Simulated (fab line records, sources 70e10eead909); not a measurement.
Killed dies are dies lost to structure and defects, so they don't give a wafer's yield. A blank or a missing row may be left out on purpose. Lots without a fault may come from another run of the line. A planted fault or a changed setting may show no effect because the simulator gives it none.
A struck lot beside a sound one | flow nand_harc | 15 steps out of a route of 1302
Sound: wafers L917.1, L917.3, L917.4. Struck: wafers L922.2, L922.4, L922.6. The cause comes at the end.
At each step with rows: each side's tool, then ch and its chambers, then its first start. Under that, the readings that differ: sound wafers | struck wafers | difference of the means | sigmas: that difference in standard deviations of wafers without a fault.
alike: readings whose means differ by less than 2 such deviations, and words and numbers that are the same on both sides. not compared: withheld readings, readings that some wafer has no value for, bounds like >300 that may hide the same value, and numbers for which the record gives no deviation and whose values overlap.
The two part at a step that has a row with sigmas, a row that says differs or no value, or rows on one side only. Numbers that don't overlap but have no deviation are shown without sigmas and don't part them. A reading that every wafer of one side lacks parts them only if that side has two wafers or more.

first, 1 step without rows for these wafers: NHARC_A_ONON_D1_DEP_12 (target thk 1000 nm).
NHARC_A_ONON_D1_THK_MEAS_14: measures by ellipsometry.
  sound on film_metro-02, day 12 03:30; struck on film_metro-01, day 13 23:29
  alike: thk_nm
then, 2 steps without rows for these wafers: NHARC_A_ONON_D1_ANNEAL_15 (time 3600 s); NHARC_A_ONON_D1_DEP_16 (target thk 1000 nm).
NHARC_A_ONON_D1_THK_MEAS_18: measures by ellipsometry.
  sound on film_metro-02, day 12 11:45; struck on film_metro-01, day 14 12:29
  alike: thk_nm
then, 1 step without rows for these wafers: NHARC_A_ONON_D1_DEP_19 (target thk 1000 nm).
NHARC_A_ONON_D1_THK_MEAS_21: measures by ellipsometry.
  sound on film_metro-01, day 12 12:19; struck on film_metro-01, day 14 13:04
  alike: thk_nm
then, 1 step without rows for these wafers: NHARC_A_ONON_D1_DEP_22 (target thk 1000 nm).
NHARC_A_ONON_D1_THK_MEAS_24: measures by ellipsometry.
  sound on film_metro-01, day 12 12:53; struck on film_metro-02, day 14 13:38
  alike: thk_nm
then, 1 step without rows for these wafers: NHARC_A_ONON_D1_DEP_25 (target thk 1000 nm).
NHARC_A_ONON_D1_THK_MEAS_27: measures by ellipsometry.
  sound on film_metro-01, day 12 13:27; struck on film_metro-01, day 14 14:12
  alike: thk_nm
NHARC_A_ONON_D1_DEP_28: target thk 1000 nm.
  sound on pecvd_onon-04 ch 0, day 12 13:31; struck on pecvd_onon-04 ch 0, day 14 14:19
  alike: susceptor_temp_C
NHARC_A_ONON_D1_THK_MEAS_30: measures by ellipsometry.
  sound on film_metro-01, day 12 14:01; struck on film_metro-02, day 14 14:46
  reading     | sound          | struck         | difference | sigmas
  thk_nm (nm) | 1005 1007 1006 | 1542 1543 1542 | +536       | +57
NHARC_A_ONON_D1_DEP_33: deposits SiO2, target thk 200 nm.
  sound on pecvd-01 ch 0,1, day 12 14:05; struck on pecvd-04 ch 0,1, day 14 14:52
  reading                | sound          | struck         | difference | sigmas
  throttle_valve_pct (%) | 16.0 16.9 17.2 | 15.7 15.3 15.6 | -1.2       | -2
  alike: heater_power_w, showerhead_vpp_V, susceptor_temp_C
  not compared: since_wet_clean_h
then, 1 step without rows for these wafers: NHARC_END_SORT_01.

WHERE THEY PART
First at NHARC_A_ONON_D1_THK_MEAS_30; last, within this record, at NHARC_A_ONON_D1_DEP_33.

WHY: what the simulator had put in
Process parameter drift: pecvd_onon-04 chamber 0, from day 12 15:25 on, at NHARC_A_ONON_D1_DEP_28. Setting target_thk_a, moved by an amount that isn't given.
